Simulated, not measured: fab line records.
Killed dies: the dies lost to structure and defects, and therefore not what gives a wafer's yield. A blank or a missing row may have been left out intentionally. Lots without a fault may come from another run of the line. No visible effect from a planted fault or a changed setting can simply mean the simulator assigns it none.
Which of the tools did it? + flow nand_harc + Sampling: 12 lots, 36 wafers, 6 of 1302 route steps

## WHAT EACH GAUGE READ, for each wafer
NHARC_P_GATE_CD_MEAS_26: target cd 120 nm. Usual: 120.1 nm for cd_nm, sd 0.6.
| lot  | measured     | on        | cd_nm (nm)        | flag |
|------|--------------|-----------|-------------------|------|
| L156 | day 5 01:21  | cd_sem-02 | 119.2 121.1 120.3 |      |
| L157 | day 5 08:37  | cd_sem-03 | 119.6 119.9 120.6 |      |
| L161 | day 6 22:20  | cd_sem-03 | 119.9 119.5 121.0 |      |
| L170 | day 11 05:18 | cd_sem-03 | 120.8 120.6 120.2 |      |
| L171 | day 11 05:49 | cd_sem-03 | 119.8 120.0 119.8 |      |
| L172 | day 11 13:57 | cd_sem-03 | 120.7 119.8 120.9 |      |
| L173 | day 11 23:34 | cd_sem-03 | 120.5 120.6 120.0 |      |
| L174 | day 12 09:35 | cd_sem-01 | 120.9 121.5 122.4 |      |
| L175 | day 13 04:45 | cd_sem-02 | 119.4 120.3 120.0 |      |
| L176 | day 13 07:05 | cd_sem-02 | 119.9 120.9 119.9 |      |
| L178 | day 14 07:16 | cd_sem-01 | 119.5 119.7 120.1 |      |
| L179 | day 14 10:46 | cd_sem-01 | 120.2 121.1 120.5 |      |

NHARC_P_GATE_OVL_MEAS_27. Usual: overlay_x_nm 0.1 nm, standard deviation 0.75; overlay_y_nm -0.1 nm, standard deviation 0.81.
| lot  | measured     | on         | overlay_x_nm (nm) | overlay_y_nm (nm) | flag |
|------|--------------|------------|-------------------|-------------------|------|
| L156 | day 5 01:26  | overlay-01 | 0.9 1.1 0.7       | -2.0 -2.2 -2.3    |      |
| L157 | day 5 08:43  | overlay-02 | 0.3 -0.5 0.3      | 0.1 -0.1 0.2      |      |
| L161 | day 6 22:25  | overlay-02 | 1.0 0.4 0.4       | 0.2 -0.6 -1.2     |      |
| L170 | day 11 05:23 | overlay-02 | -0.6 -1.3 -0.6    | -0.9 0.1 -0.9     |      |
| L171 | day 11 05:55 | overlay-02 | 0.6 0.7 0.8       | -0.5 -0.4 -0.5    |      |
| L172 | day 11 14:02 | overlay-02 | -1.4 -1.0 -0.2    | -0.4 0.8 -0.1     |      |
| L173 | day 11 23:39 | overlay-01 | -0.1 -0.4 -0.3    | 0.0 0.4 0.3       |      |
| L174 | day 12 09:41 | overlay-01 | -1.0 -0.6 -0.2    | 0.3 0.2 0.4       |      |
| L175 | day 13 04:50 | overlay-02 | -1.3 -1.1 -1.1    | 0.3 -0.6 0.0      |      |
| L176 | day 13 07:11 | overlay-01 | 1.0 1.5 0.7       | -0.4 -0.4 0.1     |      |
| L178 | day 14 07:21 | overlay-01 | 0.0 0.6 0.2       | -0.9 -1.0 -0.7    |      |
| L179 | day 14 10:50 | overlay-01 | 0.5 0.2 0.9       | -0.3 0.1 0.2      |      |

NHARC_P_GATE_CD_MEAS_59: target cd 720 nm. Usual: 719.5 nm for cd_nm, sd 2.2.
| lot  | measured     | on        | cd_nm (nm)        | flag |
|------|--------------|-----------|-------------------|------|
| L156 | day 5 15:19  | cd_sem-01 | 721.8 717.3 718.9 |      |
| L157 | day 5 22:24  | cd_sem-02 | 720.8 721.0 716.1 |      |
| L161 | day 7 12:33  | cd_sem-01 | - - -             | OFF  |
| L170 | day 11 19:02 | cd_sem-03 | 718.4 719.2 721.2 |      |
| L171 | day 11 21:43 | cd_sem-03 | 717.9 719.3 719.3 |      |
| L172 | day 12 03:35 | cd_sem-02 | 717.3 717.4 720.8 |      |
| L173 | day 12 13:24 | cd_sem-03 | 719.3 721.7 719.9 |      |
| L174 | day 12 23:25 | cd_sem-03 | 719.1 721.8 721.0 |      |
| L175 | day 13 18:27 | cd_sem-03 | 721.9 721.2 719.9 |      |
| L176 | day 13 22:53 | cd_sem-01 | 720.7 719.9 716.4 |      |
| L178 | day 14 21:07 | cd_sem-02 | 719.5 717.9 716.7 |      |
| L179 | day 15 00:59 | cd_sem-03 | 723.4 722.6 723.8 |      |

NHARC_END_SORT_01. Usual: killed_at_array 54, standard deviation 21; killed_at_other 1.0, standard deviation 1.2; killed_at_periphery 3.6, standard deviation 2.6; killed_dies 58, standard deviation 20; killed_open 3.3, standard deviation 1.9; killed_short 2.6, standard deviation 1.5.
| lot  | measured     | on        | killed_at_array | killed_at_other | killed_at_periphery | killed_dies | killed_open | killed_short | flag |
|------|--------------|-----------|-----------------|-----------------|---------------------|-------------|-------------|--------------|------|
| L156 | day 24 22:46 | prober-01 | 45 56 41        | 3 3 4           | 3 3 4               | 51 62 49    | 2 3 3       | 3 4 2        |      |
| L161 | day 26 03:20 | prober-01 | 87 87 93        | 0 0 0           | 590 590 584         | 677 677 677 | 2 1 5       | 3 3 3        | OFF  |
| L174 | day 31 20:32 | prober-02 | 66 58 69        | 1 2 0           | 6 3 1               | 73 63 70    | 6 2 6       | 2 4 4        |      |
| L178 | day 33 21:02 | prober-01 | 38 26 49        | 1 1 1           | 4 5 5               | 43 32 55    | 4 1 7       | 7 3 3        |      |

## EACH LOT AND THE TOOL THAT RAN IT (in order: tool; ch and the chambers of the sampled wafers; start)
| lot  | NHARC_P_GATE_ETCHBACK_37                      | NHARC_P_GATE_EXPOSE_56            |
|------|-----------------------------------------------|-----------------------------------|
| L156 | rie_diel-02 ch 0,1, day 5 15:09 or earlier    | krf_scanner-03 ch 0, day 5 15:09  |
| L157 | rie_diel-09 ch 1,2,3, day 5 22:14 or earlier  | krf_scanner-04 ch 0, day 5 22:14  |
| L161 | rie_diel-02 ch 2,3, day 7 12:23 or earlier    | krf_scanner-03 ch 0, day 7 12:23  |
| L170 | rie_diel-09 ch 2,3, day 11 18:53 or earlier   | krf_scanner-03 ch 0, day 11 18:53 |
| L171 | rie_diel-02 ch 0,1,2, day 11 21:34 or earlier | krf_scanner-01 ch 0, day 11 21:34 |
| L172 | rie_diel-09 ch 0,2, day 12 03:26 or earlier   | krf_scanner-04 ch 0, day 12 03:26 |
| L173 | rie_diel-04 ch 1,3, day 12 13:14 or earlier   | krf_scanner-01 ch 0, day 12 13:14 |
| L174 | rie_diel-04 ch 1,3, day 12 23:16 or earlier   | krf_scanner-03 ch 0, day 12 23:16 |
| L175 | rie_diel-04 ch 0,2,3, day 13 18:19 or earlier | krf_scanner-04 ch 0, day 13 18:19 |
| L176 | rie_diel-02 ch 1,2,3, day 13 22:44 or earlier | krf_scanner-03 ch 0, day 13 22:44 |
| L178 | rie_diel-04 ch 1,2,3, day 14 20:58 or earlier | krf_scanner-03 ch 0, day 14 20:58 |
| L179 | rie_diel-02 ch 0,1, day 15 00:49 or earlier   | krf_scanner-01 ch 0, day 15 00:49 |
- NHARC_P_GATE_ETCHBACK_37: etches the open film in CHF3/O2, target depth 34.5 nm, time 17.2 s.
- NHARC_P_GATE_EXPOSE_56: exposes mask P PSD, target cd 720 nm.

## WHAT THE TOOLS THEMSELVES READ (means of the sampled wafers that have a number; where no wafer has one, the mark that the record gives instead)
NHARC_P_GATE_ETCHBACK_37. Usual: drypump_motor_current_A 5.6 A, standard deviation 0.44; oes_product_au 0.95 a.u., standard deviation 0.034; rf_vpp_V 371.1 V, standard deviation 2.1; showerhead_plenum_p_Torr 2.42 Torr, standard deviation 0.085; throttle_valve_pct 20.572 %, standard deviation 0.0093.
| lot  | tool        | drypump_motor_current_A (A) | oes_product_au (a.u.) | rf_vpp_V (V) | showerhead_plenum_p_Torr (Torr) | throttle_valve_pct (%) | flag |
|------|-------------|-----------------------------|-----------------------|--------------|---------------------------------|------------------------|------|
| L156 | rie_diel-02 | 5.8                         | 1.00                  | 371.4        | 2.49                            | 20.573                 |      |
| L157 | rie_diel-09 | 5.2                         | 0.99                  | 370.8        | 2.41                            | 20.571                 |      |
| L161 | rie_diel-02 | 5.4                         | 0.92                  | 372.6        | 2.48                            | 20.566                 |      |
| L170 | rie_diel-09 | 4.9                         | 0.93                  | 369.5        | 2.35                            | 20.575                 |      |
| L171 | rie_diel-02 | 5.8                         | 0.92                  | 371.3        | 2.46                            | 20.567                 |      |
| L172 | rie_diel-09 | 5.4                         | 0.99                  | 369.5        | 2.35                            | 20.577                 |      |
| L173 | rie_diel-04 | 5.9                         | 0.93                  | 369.6        | 2.36                            | 20.566                 |      |
| L174 | rie_diel-04 | 5.9                         | 0.92                  | 369.9        | 2.36                            | 20.573                 |      |
| L175 | rie_diel-04 | 5.6                         | 0.94                  | 369.8        | 2.37                            | 20.569                 |      |
| L176 | rie_diel-02 | 5.7                         | 0.94                  | 372.2        | 2.45                            | 20.569                 |      |
| L178 | rie_diel-04 | 5.7                         | 0.92                  | 369.5        | 2.34                            | 20.577                 |      |
| L179 | rie_diel-02 | 6.1                         | 0.93                  | 371.9        | 2.43                            | 20.569                 |      |

## THE ANSWER, worked out from the rows above alone
Rule: lot off if the mean of its wafers having a number is beyond 3 standard deviations from the usual mean. Also off: a lot with no number at a reading for which 4 or more lots have one. All remaining lots with rows at the step are treated as sound. After the gauges, taken in route order, come the tools' own readings; for these a lot's mean is taken, as printed above. The first step at which some lot is off is used, and at that step the reading that is off furthest; a lot without a number counts as furthest.
Off: L161, at NHARC_P_GATE_CD_MEAS_59 (cd_nm). Without a number there: L161.
If a tool, at a process step before that reading, ran all the lots that are off and no sound lot after the first of them, it fits. Not tried: the gauges at NHARC_P_GATE_CD_MEAS_59; whatever is off there is also off at NHARC_END_SORT_01, on other tools, and gauge error can't account for it. With no start given for some of its lots, NHARC_P_GATE_ETCHBACK_37 uses the hours and lot order of NHARC_P_GATE_EXPOSE_56. Not one of the candidates tried fits.

## WHAT WAS PUT IN BY THE SIMULATOR
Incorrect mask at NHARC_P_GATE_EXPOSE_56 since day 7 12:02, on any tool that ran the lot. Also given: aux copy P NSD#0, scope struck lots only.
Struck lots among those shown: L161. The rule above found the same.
